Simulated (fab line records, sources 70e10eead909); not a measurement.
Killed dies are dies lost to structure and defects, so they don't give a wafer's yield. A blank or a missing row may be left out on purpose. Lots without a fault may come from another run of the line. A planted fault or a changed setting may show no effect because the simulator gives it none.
Chamber matching | flow nand_harc | NHARC_A_M0_ETCH_34 on rie_diel-05: 4 sister chambers
The step etches the open film in N2/H2, target depth 40 nm, overetch 12 nm, time 43.94 s. 4 wafers are shown with their chamber, then 8 later ones without.

WAFERS WITH THEIR CHAMBER
wafer  | chamber | rf_vpp_V (V)
L335.4 | 3       | 425.3
L341.2 | 1       | 430.1
L341.6 | 2       | 432.6
L343.3 | 0       | 428.7

WAFERS WITHOUT THEIR CHAMBER
wafer  | rf_vpp_V (V)
L343.5 | 432.2
L343.6 | 426.4
L342.3 | 430.4
L342.4 | 432.9
L342.6 | 426.8
L351.2 | 426.6
L351.3 | 427.6
L351.4 | 432.3

WHICH CHAMBER EACH WENT THROUGH
wafer  | from the rows above          | in truth
L343.5 | can't be placed: 2 or 1      | 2
L343.6 | can't be placed: 3 or 0      | 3
L342.3 | can't be placed: 1 or 0      | 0
L342.4 | 2                            | 2
L342.6 | can't be placed: 3 or 0 or 1 | 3
L351.2 | can't be placed: 3 or 0      | 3
L351.3 | can't be placed: 0 or 3 or 1 | 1
L351.4 | 2                            | 2
Placed correctly: 2 of 8. Can't be placed from these rows: 6 (the true chamber is among the candidates in 6). Placed wrongly: 0.
How it was worked out, from the rows above alone: a wafer's distance from a chamber is the root of the sum, over the readings, of the square of ((its reading less the chamber's mean) divided by the reading's scatter). The wafer belongs to the nearest chamber; if the next one is less than 2 further off, it can't be placed. A chamber's mean is the mean of its shown wafers. The scatter: with one shown wafer a chamber, the root of the mean of the squares of how far each hidden wafer lies from its nearest shown one.
